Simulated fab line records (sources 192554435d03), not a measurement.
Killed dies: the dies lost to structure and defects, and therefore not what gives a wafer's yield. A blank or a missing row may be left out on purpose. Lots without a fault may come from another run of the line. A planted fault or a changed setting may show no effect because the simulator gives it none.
fab line records    flow n5_finfet
record lots=24  wafers=72  last_day=18
route steps=1938 shown BEOL_M1@788
lots with no fault: from the same line, run without faults
start_h: start of the lot's first displayed wafer, in hours after the record's first day    wait_h: time in hours since the lot's previous step    " same as the row above    L1.1+2: a single row standing in for several wafers    - no value, or no start was given    * or withheld: withheld    < > ~ a bound
route shown NAME@n: names a module that has steps shown in the file, with the first one's number in the route    usual: average and standard deviation across the fault-free wafers    same: alike in all rows    chamber/n: place in a boat    sites: each site's reading    _std_site: the standard deviation of these    _edge_site: inner sites' mean taken away from outer sites' mean    radius_mm: how far each site lies from the wafer's centre    mask NAME#n: copy n    behind: the most recent tool/chamber to have shaped the wafer    hold: why the lot went on hold/how many hours it stayed there/how the hold came to an end    device: the transistor (n, p or np) that didn't switch    end of line: at the end of the route, the tests of the same wafers    a step given without rows: its recipe and nothing more    killed: the dies lost at the first sort to structure and to defects; this is not the yield of the wafer    map: a wafer's dies, x killed, . not, _ none there
set.NAME: the setting as run; set.NAME@STEP: as run at that earlier step    model.NAME: the simulator's own value behind a step, which no gauge read
a sample of lots followed through the steps of the route, with each step as a table and each wafer as a row
services: when a tool's chamber went out of use (start_h, in hours from the record's first day, below 0 if earlier), for how many hours, and the reason
## steps
# step N5_BEOL_M1_INSPECT_30
# recipe mode=adi  inspect_instrument=brightfield
# usual raw_defect_count=432/110
lot.wafer  tool               chamber  start_h  wait_h  raw_defect_count
L074.1     defect_inspect-02  -        125.76   0.1     455
L074.4     "                  -        "        "       535
L074.6     "                  -        "        "       426
L075.2     defect_inspect-01  -        130.81   0.0     323
L075.3     "                  -        "        "       356
L075.6     "                  -        "        "       366
L076.1     defect_inspect-02  -        144.07   0.1     252
L076.3     "                  -        "        "       480
L076.6     "                  -        "        "       352
L078.2     defect_inspect-02  -        148.67   0.0     484
L078.3     "                  -        "        "       478
L078.5     "                  -        "        "       524
L077.2     defect_inspect-02  -        155.24   0.0     566
L077.4     "                  -        "        "       492
L077.6     "                  -        "        "       426
L079.1     defect_inspect-02  -        155.91   0.1     393
L079.5     "                  -        "        "       696
L079.6     "                  -        "        "       531
L080.1     defect_inspect-02  -        160.49   0.1     415
L080.3     "                  -        "        "       478
L080.5     "                  -        "        "       611
L081.1     defect_inspect-01  -        163.09   0.1     561
L081.2     "                  -        "        "       557
L081.4     "                  -        "        "       546
L082.2     defect_inspect-02  -        170.95   0.1     320
L082.3     "                  -        "        "       407
L082.4     "                  -        "        "       337
L083.1     defect_inspect-02  -        179.86   0.1     330
L083.5     "                  -        "        "       445
L083.6     "                  -        "        "       368
L084.3     defect_inspect-02  -        186.91   0.0     281
L084.4     "                  -        "        "       312
L084.6     "                  -        "        "       318
L085.1     defect_inspect-02  -        195.96   0.1     492
L085.3     "                  -        "        "       471
L085.5     "                  -        "        "       448
L086.1     defect_inspect-01  -        200.85   0.1     495
L086.3     "                  -        "        "       479
L086.6     "                  -        "        "       548
L087.2     defect_inspect-01  -        204.26   0.0     235
L087.5     "                  -        "        "       379
L087.6     "                  -        "        "       436
L088.1     defect_inspect-02  -        211.83   0.1     445
L088.4     "                  -        "        "       275
L088.5     "                  -        "        "       434
L089.1     defect_inspect-02  -        212.05   0.1     412
L089.4     "                  -        "        "       365
L089.6     "                  -        "        "       382
L091.2     defect_inspect-01  -        223.22   0.0     592
L091.3     "                  -        "        "       541
L091.5     "                  -        "        "       395
L090.3     defect_inspect-01  -        223.49   0.0     385
L090.4     "                  -        "        "       424
L090.6     "                  -        "        "       330
L093.3     defect_inspect-01  -        236.57   0.0     652
L093.5     "                  -        "        "       637
L093.6     "                  -        "        "       529
L092.1     defect_inspect-02  -        239.55   0.1     283
L092.2     "                  -        "        "       269
L092.5     "                  -        "        "       335
L094.2     defect_inspect-01  -        250.76   0.0     267
L094.3     "                  -        "        "       411
L094.6     "                  -        "        "       255
L095.2     defect_inspect-01  -        251.13   0.0     563
L095.5     "                  -        "        "       617
L095.6     "                  -        "        "       502
L097.2     defect_inspect-01  -        262.99   0.0     399
L097.3     "                  -        "        "       303
L097.6     "                  -        "        "       394
L096.4     defect_inspect-01  -        263.19   0.0     306
L096.5     "                  -        "        "       385
L096.6     "                  -        "        "       380
# step N5_BEOL_M1_DESCUM_33
# recipe chemistry=O2  time_s=7  source_power_w=50  bias_power_w=20  pressure_mtorr=20  rf_frequency_hz=2.712e+07  temp_c=40  resist=CAR-EUV  o2_flow_sccm=225
# usual drypump_motor_current_A=5.7/0.48  oes_product_au=0.82/0.084  rf_vpp_V=243.1/1.2  showerhead_plenum_p_Torr=2.09/0.062  throttle_valve_pct=20.32/0.21
lot.wafer  tool         chamber  start_h  wait_h  drypump_motor_current_A  oes_product_au  rf_hours_counter_h  rf_vpp_V  showerhead_plenum_p_Torr  throttle_valve_pct
L074.1     rie_diel-05  3        125.80   0.0     5.7                      0.72            186                 244.8     2.19                      20.82
L074.4     "            0        "        "       5.1                      0.72            171                 242.6     2.02                      20.42
L074.6     "            3        "        "       5.8                      0.73            -                   243.4     2.19                      20.82
L075.2     rie_diel-01  2        130.95   0.1     5.3                      0.99            0                   242.7     2.07                      20.24
L075.3     "            1        "        "       5.4                      0.92            14                  241.7     2.06                      20.00
L075.6     "            0        "        "       5.5                      0.96            -                   243.2     2.04                      20.07
L076.1     rie_diel-03  1        144.11   0.0     6.6                      0.77            144                 244.7     2.07                      20.29
L076.3     "            2        "        "       5.8                      0.79            96                  243.9     2.11                      20.22
L076.6     "            0        "        "       6.0                      0.85            -                   243.2     2.11                      20.35
L078.2     rie_diel-03  0        148.70   0.0     6.0                      0.84            50                  243.7     2.11                      20.36
L078.3     "            1        "        "       6.6                      0.77            145                 242.6     2.07                      20.27
L078.5     "            3        "        "       6.5                      0.92            -                   244.0     2.23                      20.29
L077.2     rie_diel-03  1        155.39   0.1     6.6                      0.77            148                 243.0     2.07                      20.30
L077.4     "            0        "        "       6.1                      0.84            52                  244.2     2.11                      20.36
L077.6     "            2        "        "       5.8                      0.79            -                   244.3     2.11                      20.21
L079.1     rie_diel-05  2        155.94   0.0     5.1                      0.85            62                  243.0     2.03                      20.37
L079.5     "            3        "        "       5.8                      0.72            -                   244.1     2.18                      20.83
L079.6     "            0        "        "       5.1                      0.71            -                   241.3     2.02                      20.44
L080.1     rie_diel-03  3        160.62   0.1     6.5                      0.91            24                  245.1     2.23                      20.29
L080.3     "            1        "        "       6.6                      0.77            149                 242.7     2.07                      20.29
L080.5     "            2        "        "       5.7                      0.79            -                   242.8     2.11                      20.21
L081.1     rie_diel-01  2        163.12   0.0     5.2                      0.93            13                  241.5     2.07                      20.26
L081.2     "            3        "        "       6.0                      0.86            43                  242.8     2.13                      20.30
L081.4     "            0        "        "       5.5                      0.92            19                  244.0     2.04                      20.09
L082.2     rie_diel-01  2        170.98   0.0     5.3                      0.93            16                  242.1     2.06                      20.25
L082.3     "            0        "        "       5.5                      0.91            21                  242.6     2.04                      20.09
L082.4     "            3        "        "       6.0                      0.86            45                  244.1     2.13                      20.31
L083.1     rie_diel-05  2        179.99   0.1     5.0                      0.85            69                  241.5     2.02                      20.38
L083.5     "            2        "        "       5.0                      0.85            -                   242.6     2.02                      20.36
L083.6     "            1        "        "       6.0                      0.66            -                   243.9     2.14                      20.32
L084.3     rie_diel-01  3        187.13   0.2     6.0                      0.85            51                  244.0     2.12                      20.31
L084.4     "            1        "        "       5.4                      0.87            34                  241.5     2.06                      20.03
L084.6     "            1        "        "       5.4                      0.88            -                   241.4     2.06                      20.01
L085.1     rie_diel-01  2        197.94   2.0     5.3                      0.90            26                  242.1     2.06                      20.28
L085.3     "            3        "        "       6.0                      0.85            56                  245.3     2.12                      20.34
L085.5     "            2        "        "       5.3                      0.92            -                   242.4     2.06                      20.28
L086.1     rie_diel-03  3        200.88   0.0     6.5                      0.88            39                  244.0     2.22                      20.33
L086.3     "            2        "        "       5.8                      0.78            117                 242.2     2.10                      20.26
L086.6     "            1        "        "       6.6                      0.76            -                   243.4     2.06                      20.31
L087.2     rie_diel-05  3        204.29   0.0     5.8                      0.72            202                 244.5     2.18                      20.85
L087.5     "            2        "        "       5.0                      0.85            -                   242.5     2.02                      20.40
L087.6     "            3        "        "       5.8                      0.72            -                   244.4     2.18                      20.83
L088.1     rie_diel-05  3        211.86   0.0     5.8                      0.72            205                 242.8     2.18                      20.84
L088.4     "            0        "        "       5.1                      0.70            -                   240.9     2.01                      20.44
L088.5     "            3        "        "       5.8                      0.71            -                   244.8     2.18                      20.84
L089.1     rie_diel-05  3        212.09   0.0     5.8                      0.71            205                 244.0     2.18                      20.87
L089.4     "            2        "        "       5.0                      0.85            -                   243.0     2.02                      20.36
L089.6     "            0        "        "       5.1                      0.70            -                   241.8     2.01                      20.44
L091.2     rie_diel-01  3        223.25   0.0     6.0                      0.85            65                  243.7     2.12                      20.33
L091.3     "            1        "        "       5.4                      0.86            48                  242.4     2.05                      20.06
L091.5     "            3        "        "       6.0                      0.84            -                   243.8     2.12                      20.34
L090.3     rie_diel-01  3        223.52   0.0     6.0                      0.84            65                  244.3     2.12                      20.32
L090.4     "            2        "        "       5.2                      0.89            35                  242.2     2.06                      20.28
L090.6     "            1        "        "       5.4                      0.85            -                   243.2     2.05                      20.04
L093.3     rie_diel-01  2        236.60   0.0     5.3                      0.88            37                  242.7     2.06                      20.30
L093.5     "            2        "        "       5.3                      0.88            -                   242.9     2.06                      20.29
L093.6     "            3        "        "       6.0                      0.83            -                   243.0     2.12                      20.33
L092.1     rie_diel-03  2        239.63   0.1     5.8                      0.76            128                 243.4     2.10                      20.27
L092.2     "            3        "        "       6.5                      0.85            49                  244.0     2.22                      20.34
L092.5     "            1        "        "       6.6                      0.75            -                   244.8     2.06                      20.33
L094.2     rie_diel-05  3        250.79   0.0     5.8                      0.71            218                 244.0     2.18                      20.86
L094.3     "            0        "        "       5.1                      0.70            203                 242.2     2.01                      20.45
L094.6     "            0        "        "       5.1                      0.69            -                   240.7     2.01                      20.46
L095.2     rie_diel-05  0        251.16   0.0     5.1                      0.70            203                 243.6     2.01                      20.46
L095.5     "            0        "        "       5.1                      0.70            -                   241.2     2.01                      20.47
L095.6     "            1        "        "       6.0                      1.03            -                   245.1     2.14                      19.95
L097.2     rie_diel-03  1        263.02   0.0     6.6                      0.74            183                 241.7     2.05                      20.34
L097.3     "            3        "        "       6.5                      0.84            56                  244.1     2.22                      20.34
L097.6     "            3        "        "       6.5                      0.85            -                   246.4     2.22                      20.33
L096.4     rie_diel-01  0        263.39   0.2     5.5                      0.87            51                  242.3     2.03                      20.13
L096.5     "            3        "        "       6.0                      0.82            -                   241.9     2.11                      20.36
L096.6     "            2        "        "       5.2                      0.88            -                   242.7     2.05                      20.31
# step N5_BEOL_M1_STRIP_97
# recipe chemistry=N2/H2  time_s=10  power_w=450  temp_c=40  pressure_mtorr=20  rf_frequency_hz=6e+07  bias_power_w=7  n2_flow_sccm=200  h2_flow_sccm=200
# usual drypump_motor_current_A=5.7/0.42  h2_flow_sccm=200.0/0.65  n2_flow_sccm=200.0/0.64  oes_product_au=0.86/0.064  rf_vpp_V=59.2/0.87  showerhead_plenum_p_Torr=2.51/0.066  throttle_valve_pct=23.3/0.39
lot.wafer  tool         chamber  start_h  wait_h  drypump_motor_current_A  h2_flow_sccm  n2_flow_sccm  oes_product_au  rf_hours_counter_h  rf_vpp_V  showerhead_plenum_p_Torr  throttle_valve_pct
L074.1     rie_diel-01  1        -        -       5.4                      199.6         200.6         0.91            14                  58.4      2.49                      22.8
L074.4     "            3        "        "       6.1                      201.2         201.2         0.87            31                  60.2      2.58                      23.5
L074.6     "            1        "        "       5.4                      199.5         199.3         0.92            -                   57.3      2.49                      22.8
L075.2     rie_diel-01  2        -        -       5.3                      200.5         200.8         0.98            2                   58.1      2.46                      23.0
L075.3     "            0        "        "       5.5                      200.8         200.6         0.95            8                   58.0      2.47                      23.4
L075.6     "            2        "        "       5.2                      200.4         200.5         0.97            -                   58.1      2.45                      23.0
L076.1     rie_diel-01  3        -        -       6.0                      199.0         199.2         0.87            38                  57.9      2.58                      23.5
L076.3     "            1        "        "       5.4                      201.8         200.0         0.89            22                  59.6      2.48                      22.8
L076.6     "            3        "        "       6.0                      200.0         199.5         0.87            -                   60.1      2.58                      23.5
L078.2     rie_diel-01  0        -        -       5.5                      199.1         199.7         0.92            16                  58.1      2.47                      23.4
L078.3     "            2        "        "       5.3                      199.6         200.6         0.94            10                  59.9      2.45                      23.0
L078.5     "            3        "        "       6.0                      199.8         200.5         0.87            -                   59.7      2.58                      23.5
L081.1     rie_diel-01  0        -        -       5.5                      199.5         201.2         0.92            19                  60.8      2.47                      23.4
L081.2     "            2        "        "       5.2                      200.2         200.6         0.94            14                  57.1      2.45                      23.0
L081.4     "            3        "        "       6.1                      199.3         200.2         0.85            44                  59.9      2.57                      23.5
L077.2     rie_diel-01  2        -        -       5.3                      200.8         199.1         0.93            14                  59.2      2.45                      23.0
L077.4     "            3        "        "       6.1                      199.2         199.8         0.86            44                  61.1      2.57                      23.5
L077.6     "            1        "        "       5.4                      200.8         199.7         0.89            -                   60.2      2.48                      22.8
L079.1     rie_diel-05  3        -        -       5.8                      200.2         199.8         0.72            196                 59.8      2.63                      23.9
L079.5     "            2        "        "       5.0                      200.1         200.2         0.85            -                   57.5      2.45                      23.6
L079.6     "            3        "        "       5.8                      200.2         200.6         0.71            -                   61.0      2.63                      23.9
L080.1     rie_diel-01  2        -        -       5.2                      200.8         200.2         0.93            14                  59.3      2.45                      23.0
L080.3     "            0        "        "       5.5                      199.9         199.6         0.93            20                  60.1      2.47                      23.4
L080.5     "            1        "        "       5.4                      198.6         200.3         0.89            -                   58.6      2.48                      22.8
L082.2     rie_diel-01  0        -        -       5.5                      200.1         199.4         0.91            21                  58.7      2.47                      23.4
L082.3     "            3        "        "       6.1                      199.9         199.4         0.86            46                  58.2      2.57                      23.5
L082.4     "            2        "        "       5.3                      200.3         199.5         0.93            16                  59.7      2.45                      23.0
L083.1     rie_diel-01  3        -        -       6.0                      200.5         201.0         0.86            49                  60.3      2.57                      23.5
L083.5     "            0        "        "       5.5                      199.3         199.9         0.90            -                   59.4      2.47                      23.4
L083.6     "            1        "        "       5.4                      199.5         199.8         0.87            -                   58.5      2.48                      22.8
L084.3     rie_diel-01  2        -        -       5.3                      199.0         198.4         0.92            21                  59.1      2.45                      23.0
L084.4     "            3        "        "       6.1                      198.7         200.1         0.85            51                  58.2      2.57                      23.5
L084.6     "            2        "        "       5.3                      198.6         200.1         0.91            -                   60.0      2.45                      23.0
L085.1     rie_diel-03  3        -        -       6.5                      200.6         199.8         0.89            38                  59.5      2.69                      23.6
L085.3     "            2        "        "       5.8                      199.7         201.1         0.78            117                 59.7      2.56                      23.2
L085.5     "            0        "        "       6.1                      200.3         201.7         0.83            -                   59.4      2.57                      24.2
L086.1     rie_diel-01  3        -        -       6.0                      201.3         199.3         0.85            58                  59.6      2.57                      23.6
L086.3     "            2        "        "       5.2                      199.3         199.9         0.90            28                  58.8      2.44                      23.0
L086.6     "            2        "        "       5.3                      200.1         199.3         0.91            -                   59.3      2.44                      23.1
L087.2     rie_diel-03  2        -        -       5.8                      199.2         200.4         0.78            119                 59.6      2.56                      23.2
L087.5     "            1        "        "       6.6                      200.4         201.0         0.76            -                   58.4      2.51                      23.4
L087.6     "            2        "        "       5.8                      199.0         200.4         0.78            -                   58.0      2.56                      23.2
L088.1     rie_diel-01  2        -        -       5.3                      201.1         199.3         0.89            32                  59.0      2.44                      23.1
L088.4     "            3        "        "       6.1                      200.1         200.6         0.84            63                  60.0      2.57                      23.6
L088.5     "            1        "        "       5.4                      200.4         199.9         0.86            -                   59.6      2.47                      22.8
L089.1     rie_diel-01  3        -        -       6.1                      200.8         200.3         0.84            66                  59.4      2.56                      23.6
L089.4     "            0        "        "       5.5                      199.5         200.4         0.89            41                  59.0      2.46                      23.4
L089.6     "            0        "        "       5.5                      200.3         200.4         0.88            -                   58.2      2.46                      23.5
L091.2     rie_diel-03  2        -        -       5.8                      200.6         198.8         0.76            126                 59.3      2.56                      23.2
L091.3     "            1        "        "       6.6                      200.2         199.9         0.75            174                 58.6      2.51                      23.4
L091.5     "            0        "        "       6.0                      199.2         200.1         0.81            -                   60.2      2.57                      24.2
L090.3     rie_diel-05  0        -        -       5.1                      200.1         200.0         0.70            198                 59.3      2.43                      23.8
L090.4     "            2        "        "       5.1                      199.9         199.3         0.85            -                   58.2      2.45                      23.6
L090.6     "            0        "        "       5.2                      200.4         200.8         0.71            -                   57.4      2.43                      23.8
L093.3     rie_diel-01  1        -        -       5.4                      200.4         199.8         0.84            52                  58.7      2.47                      22.8
L093.5     "            1        "        "       5.4                      200.1         199.8         0.84            -                   58.9      2.47                      22.8
L093.6     "            0        "        "       5.5                      200.1         200.5         0.88            -                   59.4      2.46                      23.5
L092.1     rie_diel-03  3        -        -       6.5                      199.2         200.4         0.86            51                  60.8      2.68                      23.6
L092.2     "            0        "        "       6.1                      198.7         199.5         0.81            80                  60.2      2.57                      24.2
L092.5     "            0        "        "       6.1                      199.5         199.8         0.81            -                   57.9      2.57                      24.2
L094.2     rie_diel-01  2        -        -       5.3                      200.2         200.9         0.87            43                  59.9      2.44                      23.1
L094.3     "            1        "        "       5.4                      199.7         199.4         0.83            55                  58.6      2.47                      22.8
L094.6     "            2        "        "       5.3                      200.8         199.6         0.88            -                   59.2      2.44                      23.1
L095.2     rie_diel-01  0        -        -       5.5                      200.2         200.1         0.87            48                  59.5      2.46                      23.5
L095.5     "            1        "        "       5.4                      200.4         200.3         0.84            -                   58.8      2.47                      22.8
L095.6     "            0        "        "       5.5                      199.8         200.8         0.88            -                   59.7      2.46                      23.5
L097.2     rie_diel-03  0        -        -       6.0                      200.2         199.9         0.80            88                  58.7      2.57                      24.2
L097.3     "            2        "        "       5.8                      199.7         200.0         0.77            137                 59.8      2.55                      23.2
L097.6     "            0        "        "       6.0                      198.3         199.6         0.79            -                   60.9      2.57                      24.2
L096.4     rie_diel-01  2        -        -       5.3                      200.2         199.1         0.87            48                  59.3      2.44                      23.1
L096.5     "            0        "        "       5.5                      199.8         200.8         0.86            -                   58.6      2.46                      23.5
L096.6     "            3        "        "       6.0                      199.7         198.8         0.82            -                   58.6      2.56                      23.6
# step N5_BEOL_M1_ANNEAL_49
# recipe temp_c=400  time_s=240  ambient=vacuum
# usual heater_power_w=827/100
lot.wafer  tool            chamber  start_h  wait_h  heater_power_w
L074.1     pvd_sputter-02  -        134.27   0.0     770
L074.4     "               -        "        "       978
L074.6     "               -        "        "       998
L075.2     pvd_sputter-01  -        137.15   0.0     846
L075.3     "               -        "        "       908
L075.6     "               -        "        "       858
L076.1     pvd_sputter-02  -        151.91   0.0     758
L076.3     "               -        "        "       800
L076.6     "               -        "        "       786
L078.2     pvd_sputter-01  -        156.95   0.0     760
L078.3     "               -        "        "       899
L078.5     "               -        "        "       825
L081.1     pvd_sputter-02  -        166.60   0.0     801
L081.2     "               -        "        "       960
L081.4     "               -        "        "       796
L077.2     pvd_sputter-03  -        167.26   0.0     931
L077.4     "               -        "        "       641
L077.6     "               -        "        "       723
L079.1     pvd_sputter-01  -        167.54   0.0     912
L079.5     "               -        "        "       914
L079.6     "               -        "        "       741
L080.1     pvd_sputter-02  -        169.06   0.0     795
L080.3     "               -        "        "       980
L080.5     "               -        "        "       973
L082.2     pvd_sputter-03  -        175.65   0.0     731
L082.3     "               -        "        "       911
L082.4     "               -        "        "       652
L083.1     pvd_sputter-03  -        182.62   0.0     779
L083.5     "               -        "        "       638
L083.6     "               -        "        "       799
L084.3     pvd_sputter-03  -        190.77   0.1     910
L084.4     "               -        "        "       773
L084.6     "               -        "        "       670
L085.1     pvd_sputter-02  -        202.25   0.0     775
L085.3     "               -        "        "       967
L085.5     "               -        "        "       801
L086.1     pvd_sputter-02  -        204.49   0.0     807
L086.3     "               -        "        "       1002
L086.6     "               -        "        "       800
L087.2     pvd_sputter-03  -        208.19   0.0     797
L087.5     "               -        "        "       801
L087.6     "               -        "        "       928
L088.1     pvd_sputter-03  -        217.44   0.0     699
L088.4     "               -        "        "       798
L088.5     "               -        "        "       732
L089.1     pvd_sputter-03  -        232.11   0.0     651
L089.4     "               -        "        "       912
L089.6     "               -        "        "       740
L091.2     pvd_sputter-03  -        235.99   0.0     650
L091.3     "               -        "        "       808
L091.5     "               -        "        "       729
L090.3     pvd_sputter-01  -        236.38   0.0     860
L090.4     "               -        "        "       918
L090.6     "               -        "        "       869
L093.3     pvd_sputter-01  -        245.80   0.0     886
L093.5     "               -        "        "       799
L093.6     "               -        "        "       835
L092.1     pvd_sputter-01  -        247.64   0.0     868
L092.2     "               -        "        "       928
L092.5     "               -        "        "       903
L094.2     pvd_sputter-03  -        255.75   0.0     942
L094.3     "               -        "        "       736
L094.6     "               -        "        "       654
L095.2     pvd_sputter-01  -        256.27   0.0     943
L095.5     "               -        "        "       756
L095.6     "               -        "        "       815
L097.2     pvd_sputter-01  -        269.58   0.0     774
L097.3     "               -        "        "       886
L097.6     "               -        "        "       841
L096.4     pvd_sputter-03  -        273.00   0.0     791
L096.5     "               -        "        "       913
L096.6     "               -        "        "       776
# step N5_BEOL_M1_SPUTTER_81
# recipe material=Cu  target_thk_a=45  temp_c=-20  chamber_pressure_pa=0.07  power_w=withheld  time_s=8.29
# usual throttle_valve_pct=29.9/0.93
lot.wafer  tool            chamber  start_h  wait_h  throttle_valve_pct
L074.1     pvd_sputter-02  -        134.63   0.1     30.5
L074.4     "               -        "        "       29.6
L074.6     "               -        "        "       28.7
L075.2     pvd_sputter-01  -        137.51   0.1     29.9
L075.3     "               -        "        "       30.2
L075.6     "               -        "        "       29.4
L076.1     pvd_sputter-02  -        152.27   0.1     30.4
L076.3     "               -        "        "       27.6
L076.6     "               -        "        "       27.5
L078.2     pvd_sputter-01  -        157.31   0.1     30.3
L078.3     "               -        "        "       29.3
L078.5     "               -        "        "       29.7
L081.1     pvd_sputter-02  -        167.48   0.1     27.6
L081.2     "               -        "        "       29.8
L081.4     "               -        "        "       27.6
L077.2     pvd_sputter-03  -        167.62   0.1     31.1
L077.4     "               -        "        "       30.7
L077.6     "               -        "        "       30.2
L079.1     pvd_sputter-01  -        167.90   0.1     30.2
L079.5     "               -        "        "       30.2
L079.6     "               -        "        "       30.2
L080.1     pvd_sputter-02  -        169.42   0.1     27.8
L080.3     "               -        "        "       30.3
L080.5     "               -        "        "       29.7
L082.2     pvd_sputter-03  -        176.01   0.1     30.3
L082.3     "               -        "        "       31.1
L082.4     "               -        "        "       30.8
L083.1     pvd_sputter-03  -        182.98   0.1     29.8
L083.5     "               -        "        "       30.7
L083.6     "               -        "        "       29.8
L084.3     pvd_sputter-03  -        191.49   0.1     30.8
L084.4     "               -        "        "       29.3
L084.6     "               -        "        "       30.9
L085.1     pvd_sputter-02  -        202.61   0.1     30.2
L085.3     "               -        "        "       29.9
L085.5     "               -        "        "       27.7
L086.1     pvd_sputter-02  -        204.85   0.1     27.5
L086.3     "               -        "        "       30.0
L086.6     "               -        "        "       27.6
L087.2     pvd_sputter-03  -        208.55   0.1     29.7
L087.5     "               -        "        "       29.8
L087.6     "               -        "        "       31.1
L088.1     pvd_sputter-03  -        217.80   0.1     29.9
L088.4     "               -        "        "       29.8
L088.5     "               -        "        "       30.1
L089.1     pvd_sputter-03  -        232.47   0.1     30.7
L089.4     "               -        "        "       31.0
L089.6     "               -        "        "       30.2
L091.2     pvd_sputter-03  -        236.35   0.1     30.8
L091.3     "               -        "        "       29.6
L091.5     "               -        "        "       30.1
L090.3     pvd_sputter-01  -        236.74   0.1     30.1
L090.4     "               -        "        "       30.2
L090.6     "               -        "        "       29.2
L093.3     pvd_sputter-01  -        246.16   0.1     29.2
L093.5     "               -        "        "       30.2
L093.6     "               -        "        "       29.7
L092.1     pvd_sputter-01  -        248.00   0.1     29.0
L092.2     "               -        "        "       29.9
L092.5     "               -        "        "       30.3
L094.2     pvd_sputter-03  -        256.11   0.1     31.3
L094.3     "               -        "        "       30.0
L094.6     "               -        "        "       30.7
L095.2     pvd_sputter-01  -        256.63   0.1     30.5
L095.5     "               -        "        "       30.3
L095.6     "               -        "        "       29.8
L097.2     pvd_sputter-01  -        269.94   0.1     30.4
L097.3     "               -        "        "       29.6
L097.6     "               -        "        "       30.1
L096.4     pvd_sputter-03  -        273.36   0.1     29.9
L096.5     "               -        "        "       31.2
L096.6     "               -        "        "       29.4
# step N5_BEOL_M1_ANNEAL_89
# recipe temp_c=400  time_s=240  ambient=vacuum
# usual heater_power_w=827/100
lot.wafer  tool            chamber  start_h  wait_h  heater_power_w
L074.1     pvd_sputter-02  -        135.15   0.0     761
L074.4     "               -        "        "       989
L074.6     "               -        "        "       1022
L075.2     pvd_sputter-01  -        138.03   0.0     831
L075.3     "               -        "        "       912
L075.6     "               -        "        "       899
L076.1     pvd_sputter-02  -        152.79   0.0     756
L076.3     "               -        "        "       798
L076.6     "               -        "        "       787
L078.2     pvd_sputter-01  -        157.83   0.0     773
L078.3     "               -        "        "       876
L078.5     "               -        "        "       835
L081.1     pvd_sputter-02  -        168.00   0.0     792
L081.2     "               -        "        "       987
L081.4     "               -        "        "       802
L077.2     pvd_sputter-03  -        168.14   0.0     922
L077.4     "               -        "        "       657
L077.6     "               -        "        "       763
L079.1     pvd_sputter-01  -        168.42   0.0     925
L079.5     "               -        "        "       911
L079.6     "               -        "        "       756
L080.1     pvd_sputter-02  -        169.94   0.0     794
L080.3     "               -        "        "       965
L080.5     "               -        "        "       970
L082.2     pvd_sputter-03  -        176.53   0.0     724
L082.3     "               -        "        "       915
L082.4     "               -        "        "       669
L083.1     pvd_sputter-03  -        183.50   0.0     780
L083.5     "               -        "        "       643
L083.6     "               -        "        "       793
L084.3     pvd_sputter-03  -        192.31   0.0     917
L084.4     "               -        "        "       771
L084.6     "               -        "        "       669
L085.1     pvd_sputter-02  -        203.13   0.0     762
L085.3     "               -        "        "       982
L085.5     "               -        "        "       816
L086.1     pvd_sputter-02  -        206.79   0.0     805
L086.3     "               -        "        "       991
L086.6     "               -        "        "       800
L087.2     pvd_sputter-03  -        209.07   0.0     790
L087.5     "               -        "        "       791
L087.6     "               -        "        "       934
L088.1     pvd_sputter-03  -        218.32   0.0     739
L088.4     "               -        "        "       792
L088.5     "               -        "        "       735
L089.1     pvd_sputter-03  -        232.99   0.0     648
L089.4     "               -        "        "       953
L089.6     "               -        "        "       730
L091.2     pvd_sputter-03  -        236.87   0.0     657
L091.3     "               -        "        "       793
L091.5     "               -        "        "       746
L090.3     pvd_sputter-01  -        237.26   0.0     823
L090.4     "               -        "        "       903
L090.6     "               -        "        "       874
L093.3     pvd_sputter-01  -        246.68   0.0     871
L093.5     "               -        "        "       744
L093.6     "               -        "        "       853
L092.1     pvd_sputter-01  -        248.52   0.0     878
L092.2     "               -        "        "       946
L092.5     "               -        "        "       941
L094.2     pvd_sputter-03  -        256.63   0.0     912
L094.3     "               -        "        "       741
L094.6     "               -        "        "       652
L095.2     pvd_sputter-01  -        257.15   0.0     926
L095.5     "               -        "        "       752
L095.6     "               -        "        "       866
L097.2     pvd_sputter-01  -        270.46   0.0     750
L097.3     "               -        "        "       879
L097.6     "               -        "        "       843
L096.4     pvd_sputter-03  -        273.88   0.0     776
L096.5     "               -        "        "       936
L096.6     "               -        "        "       790
## services
tool            chamber  start_h  hours  kind
rie_diel-01     2        110.73   -      clean
rie_diel-01     2        110.73   -      consumable_replace:focus_ring
rie_diel-01     2        110.73   18.1   scheduled_down
rie_diel-01     2        110.73   18.1   vent_cycle
pvd_sputter-03  -        114.05   5.8    repair
rie_diel-01     -        116.47   2.8    pm
rie_diel-05     0        118.41   3.1    repair
rie_diel-03     -        134.45   2.8    pm
pvd_sputter-02  -        138.18   3.5    repair
rie_diel-05     -        139.00   2.8    pm
rie_diel-05     3        158.44   5.2    repair
rie_diel-05     -        183.76   15.6   pm
rie_diel-05     0        200.72   8.9    repair
rie_diel-05     1        203.12   7.6    repair
rie_diel-05     1        211.16   -      clean
rie_diel-05     1        211.16   -      consumable_replace:focus_ring
rie_diel-05     1        211.16   31.8   scheduled_down
rie_diel-05     1        211.16   31.8   vent_cycle
rie_diel-05     3        215.05   2.0    repair
rie_diel-03     3        256.81   3.9    repair
## key
fault none
